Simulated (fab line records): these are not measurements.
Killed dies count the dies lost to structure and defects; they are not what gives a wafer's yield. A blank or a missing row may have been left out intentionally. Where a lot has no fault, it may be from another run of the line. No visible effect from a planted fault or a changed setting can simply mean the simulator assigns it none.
Chamber matching    flow nand-harc    ald-hk-02 running NHARC_A_WL_FILL_ALD_10: 4 sister chambers
The step deposits SiO2, target thk 50 nm, pulse time 10 s, ald cycles 500. 14 wafers are shown with their chamber, then 7 later ones without.

## WAFERS, EACH WITH ITS CHAMBER
wafer   chamber  heater-power-w (W)  susceptor-temp-C (C)  precursor-pulse-height-rel
L076.1  0        462                 300.00                0.995
L076.3  1        536                 300.12                1.025
L076.4  3        456                 300.01                1.012
L078.1  1        520                 300.09                0.981
L078.2  2        442                 299.75                0.997
L078.4  0        476                 299.96                1.017
L082.3  0        477                 300.19                1.011
L082.5  2        450                 300.10                0.996
L082.6  3        455                 299.79                0.976
L087.4  2        432                 299.90                1.004
L087.2  0        479                 299.84                0.955
L087.6  3        453                 299.79                1.005
L088.1  1        543                 300.13                1.005
L088.2  2        443                 299.91                0.997

SIGNATURES, as means of the wafers listed above
reading                     chamber 0  chamber 1  chamber 2  chamber 3  scatter within a chamber
heater-power-w              473.50     533.00     441.75     454.67     7.93
susceptor-temp-C            299.9975   300.1133   299.9150   299.8633   0.126
precursor-pulse-height-rel  0.99450    1.00367    0.99850    0.99767    0.0202
Rule: distance of a wafer from a chamber = root of the sum over the readings of ((wafer's reading minus chamber's mean) / reading's scatter) squared. If the next closest chamber is less than 2 further off than the closest, the wafer can't be placed; otherwise it belongs to the closest. The scatter: take each reading less its chamber's mean, square it, sum over the shown wafers, divide by the number of wafers less the number of chambers, and take the root.

## WAFERS WITHOUT THEIR CHAMBER
wafer   heater-power-w (W)  susceptor-temp-C (C)  precursor-pulse-height-rel
L088.5  477                 300.03                0.983
L091.2  434                 299.89                1.045
L091.3  464                 299.86                0.981
L091.6  437                 300.04                1.014
L094.1  434                 300.05                0.995
L094.2  425                 300.08                0.962
L094.3  466                 300.10                1.028

## WHICH CHAMBER EACH WENT THROUGH
wafer   from the rows above           in truth
L088.5  0                             0
L091.2  can't be placed: 2 or 3       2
L091.3  can't be placed: 3 or 0 or 2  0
L091.6  can't be placed: 2 or 3       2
L094.1  can't be placed: 2 or 3       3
L094.2  can't be placed: 2 or 3       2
L094.3  can't be placed: 0 or 3 or 2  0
Correctly placed: 1 of 7. Unplaceable from these rows: 6, with the true chamber sitting among the candidates in 6. Placed wrongly: 0.
